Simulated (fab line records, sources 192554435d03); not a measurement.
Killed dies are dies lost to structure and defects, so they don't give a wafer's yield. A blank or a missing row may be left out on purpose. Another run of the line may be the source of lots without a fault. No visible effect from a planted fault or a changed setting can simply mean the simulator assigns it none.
Matching of chambers | flow n5Finfet | N5_BEOL_M11_ETCH_62 on rieDiel-01 has 4 sister chambers
The step etches SOC in N2/H2, target depth 110 nm, overetch 22 nm, time 165 s. 8 wafers are shown with their chamber, then 7 later ones without.

## WAFERS, EACH WITH ITS CHAMBER
wafer  | chamber | showerheadPlenumPTorr (Torr) | throttleValvePct (%)
L081.6 | 3       | 2.62                         | 17.89
L084.1 | 1       | 2.63                         | 17.39
L084.3 | 2       | 2.42                         | 17.70
L090.1 | 0       | 2.67                         | 17.93
L090.2 | 3       | 2.61                         | 17.93
L090.5 | 1       | 2.62                         | 17.42
L091.2 | 2       | 2.42                         | 17.74
L091.3 | 0       | 2.67                         | 17.93

## WAFERS WHOSE CHAMBER IS MISSING
wafer  | showerheadPlenumPTorr (Torr) | throttleValvePct (%)
L091.6 | 2.62                         | 17.43
L092.2 | 2.42                         | 17.76
L092.3 | 2.62                         | 17.42
L092.4 | 2.67                         | 17.93
L097.1 | 2.61                         | 17.48
L097.3 | 2.62                         | 17.45
L097.5 | 2.66                         | 17.94

## WHICH CHAMBER EACH WENT THROUGH
wafer  | from the rows above | in truth
L091.6 | 1                   | 1
L092.2 | 2                   | 2
L092.3 | 1                   | 1
L092.4 | 0                   | 0
L097.1 | 1                   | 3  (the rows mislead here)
L097.3 | 1                   | 1
L097.5 | 0                   | 0
6 of 7 placed correctly. Left unplaced by these rows: 0. Number placed wrongly: 1.
How it was worked out, from the rows above alone: a wafer's distance from a chamber is the root of the sum, over the readings, of the square of ((its reading less the chamber's mean) divided by the reading's scatter). If the next closest chamber is less than 2 further off than the closest, the wafer can't be placed; otherwise it belongs to the closest. For every chamber, the mean is computed from those of its wafers that are shown. How the scatter is found: for the shown wafers, subtract from each reading the mean of its chamber, square and add these, divide the total by (wafers less chambers), then take the root.
